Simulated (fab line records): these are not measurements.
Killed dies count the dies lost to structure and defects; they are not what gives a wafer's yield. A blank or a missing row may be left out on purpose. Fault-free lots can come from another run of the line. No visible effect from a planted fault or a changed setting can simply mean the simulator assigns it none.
Which of the tools did it? -- flow nand-harc -- 39 wafers from 13 lots sampled at 4 of the route's 1302 steps

== WHAT THE GAUGES SHOWED, per wafer ==
The record lacks any reading of a measuring or inspecting step that a usual standard deviation could be used to judge.

== TOOL THAT RAN EACH LOT (tool first, then ch and the chambers of the sampled wafers, then the start) ==
lot,NHARC_A_ONON_D1_DEP_33,NHARC_A_CHANNEL_HOLE_D1_XSEM_31,NHARC_A_CHANNEL_FILL_D1_ALD_14,NHARC_A_CHANNEL_FILL_D1_ETCHBACK_19
L279,"pecvd-02 ch 1,2, day 8 22:47","xsem-01 ch 0, day 9 12:54","ald-hk-02 ch 0,3, day 9 20:15","rie-si-02 ch 0,1, day 10 13:10"
L281,"pecvd-03 ch 0,1, day 10 01:08","xsem-01 ch 0, day 10 11:11","ald-hk-04 ch 0,2,3, day 10 18:36","rie-si-02 ch 1,2,3, day 11 12:40"
L282,"pecvd-04 ch 0,1,2, day 10 01:14","xsem-02 ch 0, day 10 12:23","ald-hk-01 ch 0,1, day 10 18:38","rie-si-03 ch 1,3, day 11 12:38"
L283,"pecvd-02 ch 1,2, day 10 10:09","xsem-01 ch 0, day 10 20:18","ald-hk-04 ch 1,3, day 11 03:41","rie-si-04 ch 0,1,3, day 11 20:43"
L284,"pecvd-03 ch 0,1,2, day 10 18:24","xsem-02 ch 0, day 11 04:31","ald-hk-04 ch 0,1,3, day 11 11:47","rie-si-04 ch 0,1,2, day 12 05:28"
L289,"pecvd-03 ch 0,1, day 12 20:07","xsem-02 ch 0, day 13 06:21","ald-hk-04 ch 0,1,3, day 13 13:40","rie-si-04 ch 0,1,2, day 14 07:31"
L290,"pecvd-04 ch 0,1,2, day 13 04:29","xsem-02 ch 0, day 13 15:04","ald-hk-02 ch 2,3, day 13 23:10","rie-si-02 ch 0,1,2, day 14 16:18"
L292,"pecvd-03 ch 0,1, day 14 09:21","xsem-01 ch 0, day 14 21:43","ald-hk-02 ch 0,2, day 15 02:54","rie-si-02 ch 2,3, day 15 21:43"
L295,"pecvd-03 ch 0,1,2, day 15 09:20","xsem-02 ch 0, day 15 20:43","ald-hk-04 ch 0,2, day 16 04:02","rie-si-04 ch 0,1,3, day 17 00:46"
L296,"pecvd-04 ch 0,1,2, day 15 17:22","xsem-01 ch 0, day 16 03:40","ald-hk-02 ch 1,2,3, day 16 11:10","rie-si-03 ch 0,1,2, day 17 04:39"
L298,"pecvd-04 ch 0,1, day 16 21:22","xsem-01 ch 0, day 17 10:18","ald-hk-04 ch 0,3, day 17 17:34","rie-si-02 ch 0,1,2, day 18 10:26"
L299,"pecvd-03 ch 1,2, day 16 21:37","xsem-02 ch 0, day 17 14:29","ald-hk-01 ch 0,2,3, day 17 21:50","rie-si-03 ch 0,3, day 18 15:02"
L300,"pecvd-02 ch 0,1,2, day 17 05:44","xsem-02 ch 0, day 17 19:26","ald-hk-02 ch 0,1,3, day 18 02:44","rie-si-02 ch 1,2,3, day 18 19:41"
- NHARC_A_ONON_D1_DEP_33: deposits SiO2, target thk 200 nm.
- NHARC_A_CHANNEL_HOLE_D1_XSEM_31
- NHARC_A_CHANNEL_FILL_D1_ALD_14: deposits SiO2, target thk 2.5 nm, pulse time 10 s, ald cycles 25.
- NHARC_A_CHANNEL_FILL_D1_ETCHBACK_19: etches the open film in HBr/Cl2, target depth 5 nm, time 1.7 s.

== WHAT THE TOOLS THEMSELVES READ (means of the sampled wafers that have a number; where no wafer has one, the mark that the record gives instead) ==
NHARC_A_ONON_D1_DEP_33. Usual: heater-power-w 573 W, standard deviation 67; throttle-valve-pct 15.9 %, standard deviation 0.48.
lot,tool,heater-power-w (W),throttle-valve-pct (%),flag
L279,pecvd-02,547,15.9,
L281,pecvd-03,614,16.4,
L282,pecvd-04,538,15.7,
L283,pecvd-02,603,16.2,
L284,pecvd-03,608,16.2,
L289,pecvd-03,624,16.5,
L290,pecvd-04,567,15.5,
L292,pecvd-03,605,16.7,
L295,pecvd-03,609,16.3,
L296,pecvd-04,588,15.6,
L298,pecvd-04,578,15.4,
L299,pecvd-03,603,16.1,
L300,pecvd-02,572,15.8,

NHARC_A_CHANNEL_HOLE_D1_XSEM_31. Usual: bot-cd-nm 74.2 nm, standard deviation 1.9; bow-nm 8.61 nm, standard deviation 0.25; tilt-deg 0.06 degrees, standard deviation 0.031.
lot,tool,bot-cd-nm (nm),bow-nm (nm),tilt-deg (degrees),flag
L279,xsem-01,73.1,8.95,0.07,
L281,xsem-01,73.6,8.85,0.02,
L282,xsem-02,77.5,9.26,0.08,
L283,xsem-01,76.0,8.77,0.08,
L284,xsem-02,73.6,8.51,0.07,
L289,xsem-02,73.8,8.79,0.07,
L290,xsem-02,74.8,8.38,0.02,
L292,xsem-01,76.3,8.56,0.03,
L295,xsem-02,74.0,8.78,0.09,
L296,xsem-01,72.2,8.63,0.07,
L298,xsem-01,72.9,8.67,0.13,
L299,xsem-02,75.8,8.38,0.08,
L300,xsem-02,72.9,8.24,0.08,

NHARC_A_CHANNEL_FILL_D1_ALD_14. Usual: heater-power-w 449 W, standard deviation 55; precursor-pulse-height-rel 1.002, standard deviation 0.018.
lot,tool,heater-power-w (W),precursor-pulse-height-rel,flag
L279,ald-hk-02,512,0.968,
L281,ald-hk-04,496,1.009,
L282,ald-hk-01,404,0.992,
L283,ald-hk-04,465,1.010,
L284,ald-hk-04,447,1.004,
L289,ald-hk-04,431,0.993,
L290,ald-hk-02,475,0.976,
L292,ald-hk-02,494,0.997,
L295,ald-hk-04,469,1.000,
L296,ald-hk-02,456,1.009,
L298,ald-hk-04,449,0.995,
L299,ald-hk-01,397,1.025,
L300,ald-hk-02,475,0.987,

NHARC_A_CHANNEL_FILL_D1_ETCHBACK_19. Usual: bias-w 100.0 W, standard deviation 0.31; drypump-motor-current-A 5.7 A, standard deviation 0.38; oes-product-au 1.005 a.u., standard deviation 0.012; throttle-valve-pct 26.406 %, standard deviation 0.0094.
lot,tool,bias-w (W),drypump-motor-current-A (A),oes-product-au (a.u.),throttle-valve-pct (%),flag
L279,rie-si-02,99.8,5.4,1.002,26.411,
L281,rie-si-02,99.7,5.5,1.011,26.404,
L282,rie-si-03,100.0,5.6,1.012,26.418,
L283,rie-si-04,100.0,6.2,1.009,26.396,
L284,rie-si-04,100.2,6.0,1.000,26.404,
L289,rie-si-04,99.7,6.0,1.004,26.412,
L290,rie-si-02,100.0,5.4,1.188,26.412,OFF
L292,rie-si-02,100.2,5.8,1.120,26.414,OFF
L295,rie-si-04,99.8,6.1,1.004,26.413,
L296,rie-si-03,99.8,5.5,1.016,26.407,
L298,rie-si-02,100.1,5.4,0.999,26.403,
L299,rie-si-03,99.9,5.5,0.988,26.393,
L300,rie-si-02,99.9,5.5,0.996,26.398,

== THE ANSWER, worked out from the rows above alone ==
Rule: take the mean of a lot's wafers that have a number; if it is more than 3 standard deviations from the usual mean, the lot is off. A lot without any number at a reading at which 4 lots or more have one is off too. All remaining lots with rows at the step are treated as sound. The gauges are gone through in route order, then the tools' own readings, and for those a lot's mean is taken as printed above. At the first step where some lot is off, the reading lying furthest off is the one used; lots without a number count as furthest.
Off at NHARC_A_CHANNEL_FILL_D1_ETCHBACK_19 (oes-product-au): L290, L292.
A tool fits if, at that step or a process step before it, it ran every lot that is off, and no sound lot after the first of them. None of those tried fits.

== WHAT THE SIMULATOR HAD PUT IN ==
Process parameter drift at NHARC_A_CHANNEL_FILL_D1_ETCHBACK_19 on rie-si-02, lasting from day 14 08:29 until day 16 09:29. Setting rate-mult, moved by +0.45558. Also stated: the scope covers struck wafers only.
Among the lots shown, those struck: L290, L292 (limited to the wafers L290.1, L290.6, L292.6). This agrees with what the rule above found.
